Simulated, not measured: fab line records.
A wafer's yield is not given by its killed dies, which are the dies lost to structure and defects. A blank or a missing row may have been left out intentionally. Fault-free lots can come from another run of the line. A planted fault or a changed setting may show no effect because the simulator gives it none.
fab line records || flow n5Finfet
[record] {"lots": 4, "wafers": 12, "lastDay": 14}
route steps=1938 shown BEOL_M14@1749 BEOL_M15@1773 PASSIVATION@1936
lots that met no fault: taken from a fault-free run of the same line
startH: start of the lot's first displayed wafer, in hours after the record's first day || waitH: hours from the lot's prior step to this one || " identical to the entry in the row above || L1.1+2: one row covering several wafers at once || - either no value or no given start || * or withheld: withheld || < > ~ a bound
route shown NAME@n: NAME is a module with steps in the file, n the number in the route of the first one || usual: mean/standard deviation of fault-free wafers || same: alike in all rows || chamber/n: place in a boat || sites: each site's reading || _std_site: the standard deviation of these || _edge_site: outer sites' mean less inner sites' || radiusMm: for every site, how far away it sits from the centre of the wafer || mask NAME#n: copy n || behind: the most recent tool/chamber to have shaped the wafer || hold: why the lot was held/for how many hours/how that ended || device: the n, p or np transistor that did not switch || end of line: the tests these same wafers got at the end of their route || step lacking rows: just its recipe || killed: the dies lost at the first sort to structure and to defects; this is not the yield of the wafer || map: dies across one wafer; x = killed, . = not, _ = none there
set.NAME: the setting as run; set.NAME@STEP: as run at that earlier step || model.NAME: the simulator's own value behind a step, which no gauge read
lots seen at some steps along the route; tables by step, rows by wafer
[[steps]]
[step N5_BEOL_M14_DESCUM_33]
[recipe] {"chemistry": "O2", "timeS": 7.9, "sourcePowerW": 50, "biasPowerW": 20, "pressureMtorr": 20, "rfFrequencyHz": 2.712e+07, "tempC": 40, "o2FlowSccm": 225}
[step N5_BEOL_M14_ETCH_67]
[recipe] {"chemistry": "CF4", "target": "SiARC", "targetDepthA": 1430, "timeS": 238.3, "ionEnergyEv": 80, "pressureMtorr": 40, "sourceW": 545, "biasW": 36, "Ar_flow_sccm": 100, "cf4FlowSccm": 100, "ends": "cleared"}
[step N5_BEOL_M14_ETCH_68]
[recipe] {"chemistry": "N2/H2", "target": "SOC", "maskMaterial": "SiARC", "sourceW": 3000, "biasW": 350, "tempC": 40, "timeS": 450, "ionEnergyEv": 200, "pressureMtorr": 30, "n2FlowSccm": 200, "h2FlowSccm": 200}
[step N5_BEOL_M14_STRIP_69]
[recipe] {"chemistry": "N2/H2", "tempC": 40, "n2FlowSccm": 200, "h2FlowSccm": 200, "rfFrequencyHz": 6e+07}
[step N5_BEOL_M14_TRENCH_ETCH_34]
[recipe] {"chemistry": "C4F8/O2/Ar", "target": "SiO2", "targetDepthA": 5566.5, "maskMaterial": "SOC", "heInnerTorr": 15, "heOuterTorr": 30, "timeS": 126.9, "ionEnergyEv": 800, "pressureMtorr": 20, "sourceW": 1905, "biasW": 2040, "Ar_flow_sccm": 400, "C4F8_flow_sccm": 16, "O2_flow_sccm": 12}
[step N5_BEOL_M14_STRIP_70]
[recipe] {"chemistry": "C4F8/O2/Ar", "resist": "SiARC", "rfFrequencyHz": 6e+07}
[step N5_BEOL_M14_STRIP_37]
[recipe] {"chemistry": "O2", "powerW": 600, "tempC": 60, "pressureMtorr": 30, "rfFrequencyHz": 6e+07, "biasPowerW": 0, "overashFraction": 0.3, "o2FlowSccm": 225}
[step N5_BEOL_M14_ETCH_38]
[recipe] {"chemistry": "CF4/N2", "target": "SiCN", "targetDepthA": 1065, "taperDeg": 2, "timeS": 120.6, "ionEnergyEv": 150, "maskMaterial": "SiO2", "pressureMtorr": 40, "sourceW": 430, "biasW": 70, "Ar_flow_sccm": 100, "cf4FlowSccm": 60, "n2FlowSccm": 60}
[step N5_BEOL_M14_PRECLEAN_39]
[recipe] {"chemistry": "residueRemover", "timeS": 60, "tempC": 40}
[step N5_BEOL_M14_SRD_40]
[recipe] {"timeS": 30, "tempC": 23, "rinseLiquid": "diw", "dry": "n2Spin", "spinRpm": 1500, "dryTimeS": 30}
[step N5_BEOL_M14_DEGAS_41]
[recipe] {"ambient": "vacuum", "tempC": 300, "timeS": 60}
[step N5_BEOL_M14_PRE_CLEAN_42]
[recipe] {"gas": "H2/He", "timeS": 30, "tempC": 300}
[usual] {"heaterPowerW": "438/26"}
{"lot.wafer": "L898.2", "tool": "pvdSputter-01", "chamber": "-", "startH": 240.53, "waitH": 0.0, "heaterPowerW": 441}
{"lot.wafer": "L898.3", "tool": "pvdSputter-01", "chamber": "-", "startH": 240.53, "waitH": 0.0, "heaterPowerW": 431}
{"lot.wafer": "L898.4", "tool": "pvdSputter-01", "chamber": "-", "startH": 240.53, "waitH": 0.0, "heaterPowerW": 449}
{"lot.wafer": "L906.1", "tool": "pvdSputter-01", "chamber": "-", "startH": 292.64, "waitH": 0.0, "heaterPowerW": 433}
{"lot.wafer": "L906.4", "tool": "pvdSputter-01", "chamber": "-", "startH": 292.64, "waitH": 0.0, "heaterPowerW": 462}
{"lot.wafer": "L906.5", "tool": "pvdSputter-01", "chamber": "-", "startH": 292.64, "waitH": 0.0, "heaterPowerW": 425}
{"lot.wafer": "L905.1", "tool": "pvdSputter-01", "chamber": "-", "startH": 293.52, "waitH": 0.0, "heaterPowerW": 425}
{"lot.wafer": "L905.3", "tool": "pvdSputter-01", "chamber": "-", "startH": 293.52, "waitH": 0.0, "heaterPowerW": 458}
{"lot.wafer": "L905.5", "tool": "pvdSputter-01", "chamber": "-", "startH": 293.52, "waitH": 0.0, "heaterPowerW": 411}
{"lot.wafer": "L909.3", "tool": "pvdSputter-01", "chamber": "-", "startH": 312.52, "waitH": 0.0, "heaterPowerW": 420}
{"lot.wafer": "L909.5", "tool": "pvdSputter-01", "chamber": "-", "startH": 312.52, "waitH": 0.0, "heaterPowerW": 445}
{"lot.wafer": "L909.6", "tool": "pvdSputter-01", "chamber": "-", "startH": 312.52, "waitH": 0.0, "heaterPowerW": 457}
[step N5_BEOL_M14_SPUTTER_43]
[recipe] {"material": "TaN", "targetThkA": 150, "tempC": 50, "biasV": 168.6, "powerW": 15000, "chamberPressurePa": 0.12, "timeS": 24.19}
[step N5_BEOL_M14_SPUTTER_44]
[recipe] {"material": "Ta", "targetThkA": 150, "tempC": 50, "biasV": 80, "powerW": 15000, "chamberPressurePa": 0.07, "timeS": 24.19}
[step N5_BEOL_M14_SPUTTER_45]
[recipe] {"material": "Cu", "targetThkA": 1000, "tempC": -20, "biasV": 60, "powerW": 26000, "chamberPressurePa": 0.13, "timeS": 16.67}
[step N5_BEOL_M14_ECD_47]
[recipe] {"material": "Cu", "targetThkA": 12480}
[step N5_BEOL_M14_ANNEAL_48]
[recipe] {"tempC": 225, "timeS": 90, "ambient": "N2"}
[step N5_BEOL_M14_CMP_49]
[recipe] {"stopOn": "SiO2", "tOverpolishS": 5.2, "downForcePsi": 2, "platenRpm": 80, "clearingPlatenDownForcePsi": 2, "clearingPlatenRpm": 80, "postCmpClean": "cuAlkaline", "targetThkNm": 560, "clearingPlatenPadVelocityMS": 1.5917, "padVelocityMS": 1.5917}
[step N5_BEOL_M14_PRE_CLEAN_52]
[recipe] {"gas": "NH3", "timeS": 15, "tempC": "withheld", "rfPowerW": 300}
[step N5_BEOL_M14_DEP_53]
[recipe] {"material": "SiCN", "targetThkA": 500, "tempC": "withheld", "precursor": "3MS/NH3", "pressureTorr": 3, "rfW": 675, "timeS": 17.8}
[step N5_BEOL_M15_ILD_DEP_00]
[recipe] {"material": "SiO2", "targetThkA": 16293, "tempC": 400, "precursor": "TEOS/O2", "pressureTorr": 6.5, "rfW": 900, "teosFlowSccm": 161.4, "gas": "O2", "flowSccm": 2650, "timeS": 346.1}
[step N5_BEOL_M15_COAT_58]
[recipe] {"resist": "BARC", "tempC": 205, "timeS": 60, "spinRpm": 1500, "resistThkNm": 89}
[step N5_BEOL_M15_COAT_04]
[recipe] {"spinRpm": 1704, "resistThkNm": 800}
[step N5_BEOL_M15_EBR_06]
[recipe] {"solvent": "PGMEA", "ebrWidthMm": 1.5}
[step N5_BEOL_M15_SOFTBAKE_05]
[recipe] {"tempC": 130, "timeS": 60}
[step N5_BEOL_M15_EXPOSE_07]
[recipe] {"maskId": "V14", "na": 0.8, "sourceShape": "annular", "sigmaInner": 0.5, "sigmaOuter": 0.8, "polarization": "unpolarized", "attpsmPhaseDeg": 180, "doseMj": 41.25}
[step N5_BEOL_M15_PEB_08]
[recipe] {"pebTempC": 130, "pebTimeS": 90}
[step N5_BEOL_M15_DEVELOP_09]
[recipe] {"developTimeS": 45, "rinseLiquid": "diw", "dry": "airSpin", "devTempC": 21}
[step N5_BEOL_M15_HARDBAKE_14]
[recipe] {"tempC": 130, "timeS": 120}
[step N5_BEOL_M15_DESCUM_15]
[recipe] {"chemistry": "O2", "timeS": 7.9, "sourcePowerW": 50, "biasPowerW": 20, "pressureMtorr": 20, "rfFrequencyHz": 2.712e+07, "tempC": 40, "o2FlowSccm": 225}
[step N5_BEOL_M15_ETCH_59]
[recipe] {"chemistry": "N2/H2", "target": "BARC", "targetDepthA": 890, "overetchA": 267, "timeS": 67.9, "ionEnergyEv": 200, "pressureMtorr": 30, "sourceW": 840, "biasW": 150, "n2FlowSccm": 200, "h2FlowSccm": 200}
[step N5_BEOL_M15_VIA_ETCH_16]
[recipe] {"chemistry": "C4F8/O2/Ar", "target": "SiO2", "heInnerTorr": 15, "heOuterTorr": 30, "targetDepthA": 17922, "timeS": "withheld", "ionEnergyEv": 800, "pressureMtorr": 20, "sourceW": 1905, "biasW": 2040, "Ar_flow_sccm": 400, "C4F8_flow_sccm": 16, "O2_flow_sccm": 12, "ends": "cleared"}
[step N5_BEOL_M15_STRIP_63]
[recipe] {"chemistry": "O2", "powerW": 600, "tempC": 60, "pressureMtorr": 30, "rfFrequencyHz": 6e+07, "biasPowerW": 0, "overashFraction": 0.3, "o2FlowSccm": 225}
[step N5_BEOL_M15_STRIP_64]
[recipe] {"chemistry": "O2", "powerW": 600, "tempC": 60, "pressureMtorr": 30, "rfFrequencyHz": 6e+07, "biasPowerW": 0, "overashFraction": 0.3, "o2FlowSccm": 225}
[step N5_PASSIVATION_PROBE_49]
[usual] {"defectLimitedYield": "91.1/1.4", "killed_at_M0_to_M3": "35/8.7", "killed_at_M4_up": "14/5.3", "killedAtContacts": "12/6.2", "killedAtFrontEnd": "41/12", "killedAtOther": "3.4/2.6", "killedDies": "105/16", "killedOpen": "67/13", "killedShort": "36/7.3", "sort_bin_5_function": "5.2/0.96", "sort_bin_6_memory": "3.3/0.6", "sortNPass": "1075/16", "sortYieldPct": "91.1/1.4"}
[same] {"grossDies": 1180, "killedAtBackSide": 0, "sort_bin_4_leakage[%]": 0, "sort_bin_8_speed[%]": 0}
{"lot.wafer": "L905.3", "tool": "prober-01", "chamber": "-", "startH": 315.28, "waitH": 0.1, "defectLimitedYield[%]": 83.9, "killed_at_M0_to_M3": 42, "killed_at_M4_up": 100, "killedAtContacts": 10, "killedAtFrontEnd": 36, "killedAtOther": 2, "killedDies": 190, "killedOpen": 65, "killedShort": 33, "sort_bin_5_function[%]": 10.5, "sort_bin_6_memory[%]": 4.5, "sortNPass": 990, "sortYieldPct[%]": 83.9}
{"lot.wafer": "L909.5", "tool": "prober-01", "chamber": "-", "startH": 336.30, "waitH": 0.2, "defectLimitedYield[%]": 83.2, "killed_at_M0_to_M3": 31, "killed_at_M4_up": 102, "killedAtContacts": 12, "killedAtFrontEnd": 48, "killedAtOther": 5, "killedDies": 198, "killedOpen": 66, "killedShort": 36, "sort_bin_5_function[%]": 11.0, "sort_bin_6_memory[%]": 4.5, "sortNPass": 982, "sortYieldPct[%]": 83.2}
// killed by level:class
L905.3 BEOL_M14:unspecified=92 BEOL_M0_SAQP:geometricParticle:open=13 BEOL_M0_SAQP:geometricParticle:short=12 STI_FIN_REVEAL:geometricParticle:open=10 BEOL_M2:geometricParticle:open=10 MOL_CONTACT_COAG:geometricParticle:open=5 MOL_CONTACT_COAG:geometricParticle:short=5 STARTING-WAFER:geometricParticle:short=5
L909.5 BEOL_M14:unspecified=89 STI_FIN_REVEAL:geometricParticle:open=15 MOL_CONTACT_COAG:geometricParticle:open=9 DUMMY_GATE:geometricParticle:open=6 BEOL_M0:geometricParticle:open=6 BEOL_M4:geometricParticle:open=5 BEOL_M0:geometricParticle:short=4 BEOL_M0_SAQP:geometricParticle:open=4
// map L905.3 (x killed, . not)
_________________............________________
______________..x.........x....x_____________
___________.........x..x.....x.x...__________
__________.....x..............x....._________
________..x..x..x...............x.xx.._______
_______.....x.......x.....x.x....x.....______
______x..xx.x..x.............x.....x...._____
_____.x.x..xx...........................x____
____x..xxxxxx.........x..x........x.......___
___...xxxxxxxxxx.x....x.x..................__
___xx.xxxxxxxxx.x.................x..xx....__
__..x.xxxxxxxxxxx..............x.........xx._
__..xxxxxxxxxxxxx..........................._
_x..x.xxxxxxx.xxx...............x.....x......
_.....xxxxx.xx.x..............x..............
_...x.xxxxxxxxxxxx..x.......x.....x...x...x..
_.......xxx..x......x.....x..................
_.x.......x...x.x..........................x.
_x................x...........xx.............
_.............................x..............
_............x...x..................x....x.x.
__......xx............................x....._
__....................x.............x......._
___.....................x....x...x.........__
___....................x.......x.....x...x.__
____..........................x.........xx___
_____.............x.........x............____
______.............x...................._____
_______.................x.x.......x....______
________..................x.......x..._______
__________.......x...x......x..x...._________
___________...............x........__________
______________.................._____________
_________________...x.x......________________
// map L909.5 (x killed, . not)
_________________xx....x.....________________
______________......x...x......._____________
___________.....xx.x...............__________
__________....x....................._________
________...........x..x.x............._______
_______x.....x.x........x.x..........x.______
______.xxxxx.......x.....x........x....._____
_____x.xxx.x...x....x...x...............x____
____..xxxxxxxxxx.x........x............x..___
___.xxxxxxxxxxxx.x.x...............x.......__
___.x.xxxxxxxxx..x..........xx.............__
__..xxxxxxxxxxxxx.x........................._
__.x.xxxxxxxx.x.x.....x......x.x.x......x..._
_...x.xxxxxxxxxx......x.x...............x....
_.x.x.x.xxxxxxxx..........................xx.
_...x.xx..x.x....x.....x......x....x...x.....
_...x......xx....x.......x..xx..........x...x
_..................x.........................
_...........x.......................x........
_..x........x.x..x.............x......x......
_.....x...........x.........x.........x......
__..................x..........x............_
__...........x.............x...x...........x_
___x..x.....x.....x..x.....................__
___.................x................x.x...__
____......................................___
_____..................x..............x..____
______............x......x.....x.....x.._____
_______..........................x.x...______
________x.......x.x..................._______
__________..x...............x......._________
___________.............x.........x__________
______________.......x....x....._____________
_________________x........x..________________
[[key]]
[firstSign] {"step": "N5_PASSIVATION_PROBE_49", "reading": "killed_at_M4_up", "direction": "up", "sigmas": 16, "usual": 14, "struck": 101}
[effect] {"step": "N5_PASSIVATION_PROBE_49", "reading": "defectLimitedYield", "direction": "down", "sigmas": 5.5, "usual": 91.1, "struck": 83.6}
[moreKillsBornAt] {"N5_BEOL_M14_PRE_CLEAN_42@pvdSputter-01": 181}
metAt N5_BEOL_M14_PRE_CLEAN_42
struckWafers L905.3,L909.5
onsetBetween 292.64 293.52
[fault] {"kind": "chamberParticleSource", "tool": "pvdSputter-01", "chamber": "-", "onsetH": 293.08, "steps": "N5_BEOL_M14_PRE_CLEAN_42", "ratePerVisitCm2": 0.43012, "endH": 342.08, "scope": "struckWafersOnly"}
